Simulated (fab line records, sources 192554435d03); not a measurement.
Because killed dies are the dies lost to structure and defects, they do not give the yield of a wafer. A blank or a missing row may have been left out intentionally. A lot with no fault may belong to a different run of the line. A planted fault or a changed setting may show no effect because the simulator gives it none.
Split-lot experiment || flow n5_finfet || 21 wafers read across 7 lots, on a route 1938 steps long

== ABOUT THE SPLIT ==
At N5_PASSIVATION_PECVD_55 (deposits SiO2 from SiH4/N2O, target thk 400 nm, time 22.5 s), the setting time_s was moved away from the recipe's 22.5 s on 6 of the 21 wafers read, by -11.7% to +9.9%. For the rest of the wafers, this setting stayed at what the recipe calls for.

The reading is taken at the split's own step.

== THE READING ==
SiO2_of_PASSIVATION_PECVD_55.thk_nm (the simulator's own value, which no gauge read), in nm, at N5_PASSIVATION_PECVD_55 (deposits SiO2 from SiH4/N2O, target thk 400 nm, time 22.5 s). The file does not state a usual value for it. Across the 15 wafers here that went through the recipe, the average is 400.1 nm and the standard deviation 3.8 nm.

{"wafer": "L077.2", "tool, chamber at the split": "pecvd-02, 1", "time_s as run, s": 22.5, "against the recipe": "recipe", "SiO2_of_PASSIVATION_PECVD_55.thk_nm, nm": 394.2, "against lot-mates on the recipe": "-"}
{"wafer": "L077.3", "tool, chamber at the split": "pecvd-02, 1", "time_s as run, s": 24.19, "against the recipe": "+7.5%", "SiO2_of_PASSIVATION_PECVD_55.thk_nm, nm": 437, "against lot-mates on the recipe": "+38.2"}
{"wafer": "L077.6", "tool, chamber at the split": "pecvd-02, 2", "time_s as run, s": 22.5, "against the recipe": "recipe", "SiO2_of_PASSIVATION_PECVD_55.thk_nm, nm": 403.4, "against lot-mates on the recipe": "-"}
{"wafer": "L075.2", "tool, chamber at the split": "pecvd-02, 1", "time_s as run, s": 22.5, "against the recipe": "recipe", "SiO2_of_PASSIVATION_PECVD_55.thk_nm, nm": 394.8, "against lot-mates on the recipe": "-"}
{"wafer": "L075.4", "tool, chamber at the split": "pecvd-02, 2", "time_s as run, s": 22.5, "against the recipe": "recipe", "SiO2_of_PASSIVATION_PECVD_55.thk_nm, nm": 399.2, "against lot-mates on the recipe": "-"}
{"wafer": "L075.6", "tool, chamber at the split": "pecvd-02, 2", "time_s as run, s": 22.5, "against the recipe": "recipe", "SiO2_of_PASSIVATION_PECVD_55.thk_nm, nm": 400.8, "against lot-mates on the recipe": "-"}
{"wafer": "L085.3", "tool, chamber at the split": "pecvd-01, 0", "time_s as run, s": 22.5, "against the recipe": "recipe", "SiO2_of_PASSIVATION_PECVD_55.thk_nm, nm": 400.6, "against lot-mates on the recipe": "-"}
{"wafer": "L085.4", "tool, chamber at the split": "pecvd-01, 0", "time_s as run, s": 22.5, "against the recipe": "recipe", "SiO2_of_PASSIVATION_PECVD_55.thk_nm, nm": 401.2, "against lot-mates on the recipe": "-"}
{"wafer": "L085.6", "tool, chamber at the split": "pecvd-01, 2", "time_s as run, s": 22.5, "against the recipe": "recipe", "SiO2_of_PASSIVATION_PECVD_55.thk_nm, nm": 409.4, "against lot-mates on the recipe": "-"}
{"wafer": "L087.2", "tool, chamber at the split": "pecvd-01, 2", "time_s as run, s": 22.5, "against the recipe": "recipe", "SiO2_of_PASSIVATION_PECVD_55.thk_nm, nm": 395.8, "against lot-mates on the recipe": "-"}
{"wafer": "L087.3", "tool, chamber at the split": "pecvd-01, 1", "time_s as run, s": 19.87, "against the recipe": "-11.7%", "SiO2_of_PASSIVATION_PECVD_55.thk_nm, nm": 349.8, "against lot-mates on the recipe": -48.9}
{"wafer": "L087.6", "tool, chamber at the split": "pecvd-01, 2", "time_s as run, s": 22.5, "against the recipe": "recipe", "SiO2_of_PASSIVATION_PECVD_55.thk_nm, nm": 401.6, "against lot-mates on the recipe": "-"}
{"wafer": "L090.2", "tool, chamber at the split": "pecvd-04, 2", "time_s as run, s": 22.5, "against the recipe": "recipe", "SiO2_of_PASSIVATION_PECVD_55.thk_nm, nm": 399.8, "against lot-mates on the recipe": "-"}
{"wafer": "L090.5", "tool, chamber at the split": "pecvd-04, 1", "time_s as run, s": 24.73, "against the recipe": "+9.9%", "SiO2_of_PASSIVATION_PECVD_55.thk_nm, nm": 443.8, "against lot-mates on the recipe": "+44.0"}
{"wafer": "L090.6", "tool, chamber at the split": "pecvd-04, 2", "time_s as run, s": 24.73, "against the recipe": "+9.9%", "SiO2_of_PASSIVATION_PECVD_55.thk_nm, nm": 443.6, "against lot-mates on the recipe": "+43.8"}
{"wafer": "L094.2", "tool, chamber at the split": "pecvd-04, 0", "time_s as run, s": 22.5, "against the recipe": "recipe", "SiO2_of_PASSIVATION_PECVD_55.thk_nm, nm": 396.6, "against lot-mates on the recipe": "-"}
{"wafer": "L094.3", "tool, chamber at the split": "pecvd-04, 2", "time_s as run, s": 23.79, "against the recipe": "+5.7%", "SiO2_of_PASSIVATION_PECVD_55.thk_nm, nm": 417.4, "against lot-mates on the recipe": "+18.5"}
{"wafer": "L094.6", "tool, chamber at the split": "pecvd-04, 2", "time_s as run, s": 22.5, "against the recipe": "recipe", "SiO2_of_PASSIVATION_PECVD_55.thk_nm, nm": 401.2, "against lot-mates on the recipe": "-"}
{"wafer": "L096.1", "tool, chamber at the split": "pecvd-02, 1", "time_s as run, s": 22.5, "against the recipe": "recipe", "SiO2_of_PASSIVATION_PECVD_55.thk_nm, nm": 398, "against lot-mates on the recipe": "-"}
{"wafer": "L096.2", "tool, chamber at the split": "pecvd-02, 2", "time_s as run, s": 24.5, "against the recipe": "+8.9%", "SiO2_of_PASSIVATION_PECVD_55.thk_nm, nm": 440, "against lot-mates on the recipe": "+38.8"}
{"wafer": "L096.4", "tool, chamber at the split": "pecvd-02, 2", "time_s as run, s": 22.5, "against the recipe": "recipe", "SiO2_of_PASSIVATION_PECVD_55.thk_nm, nm": 404.4, "against lot-mates on the recipe": "-"}

THE FIT
A straight line over all 21 wafers: SiO2_of_PASSIVATION_PECVD_55.thk_nm changes by +4.36 nm for each +1% of time_s; r = +0.98; the points scatter about the line by 4 nm.
The same after taking each lot's own level away (the mean of its wafers on the recipe; 21 wafers): +4.34 nm for each +1%; r = +0.99; scatter 3.5 nm.
Per that fit: largest time_s move, reading shift of 51 nm.
The span of the lots' own levels, 398.27 to 403.73 nm, comes to 1.4 times the standard deviation stated above.
The two slopes are in agreement: the lot-to-lot level therefore moves the slope only a little.
Check: -51.8 nm against its lot-mates is what the line predicts for one of the wafers moved furthest among these (-11.7%) when that wafer is left out of the fit. It came out at -48.9 nm against them.

== OTHER SPLITS ON THESE WAFERS ==
Before the reading, these wafers also passed through other splits. Each is held against what the fit with the lots' levels taken away leaves over:
{"other split on the same wafers": "N5_BEOL_M14_ILD_DEP_00 time_s", "wafers away from the commonest value": 7, "r with SiO2_of_PASSIVATION_PECVD_55.thk_nm (lot level and that fit taken away)": -0.21}
{"other split on the same wafers": "N5_BEOL_M14_TRENCH_ETCH_34 bias_w", "wafers away from the commonest value": 4, "r with SiO2_of_PASSIVATION_PECVD_55.thk_nm (lot level and that fit taken away)": -0.11}
{"other split on the same wafers": "N5_BEOL_M15_PEB_26 peb_time_s", "wafers away from the commonest value": 5, "r with SiO2_of_PASSIVATION_PECVD_55.thk_nm (lot level and that fit taken away)": -0.53}
{"other split on the same wafers": "N5_BEOL_M15_TRENCH_ETCH_34 bias_w", "wafers away from the commonest value": 8, "r with SiO2_of_PASSIVATION_PECVD_55.thk_nm (lot level and that fit taken away)": -0.20}
{"other split on the same wafers": "N5_MIM_BOT_ETCH_ETCH_04 time_s", "wafers away from the commonest value": 5, "r with SiO2_of_PASSIVATION_PECVD_55.thk_nm (lot level and that fit taken away)": -0.25}

== THE WHOLE CHAIN: every reading that the file lists as answering this split, in the file's order ==
{"step": "N5_PASSIVATION_PECVD_55", "what it does": "deposits SiO2 from SiH4/N2O, target thk 400 nm, time 22.5 s", "reading": "SiO2_of_PASSIVATION_PECVD_55.thk_nm (the simulator's own value, which no gauge read)", "change (the file's fit)": "+4.33 nm for each +1% of the setting", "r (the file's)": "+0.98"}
{"step": "N5_PASSIVATION_VIA_ETCH_13", "what it does": "etches SiO2 in CHF3/O2, target depth 660 nm, time 330 s", "reading": "etch_rf_on_time_s", "change (the file's fit)": "withheld for each +1% of the setting", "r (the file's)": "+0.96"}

== THE FILE'S OWN FIT ==
SiO2_of_PASSIVATION_PECVD_55.thk_nm changes by +4.33 nm for each +1% of time_s, r = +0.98.
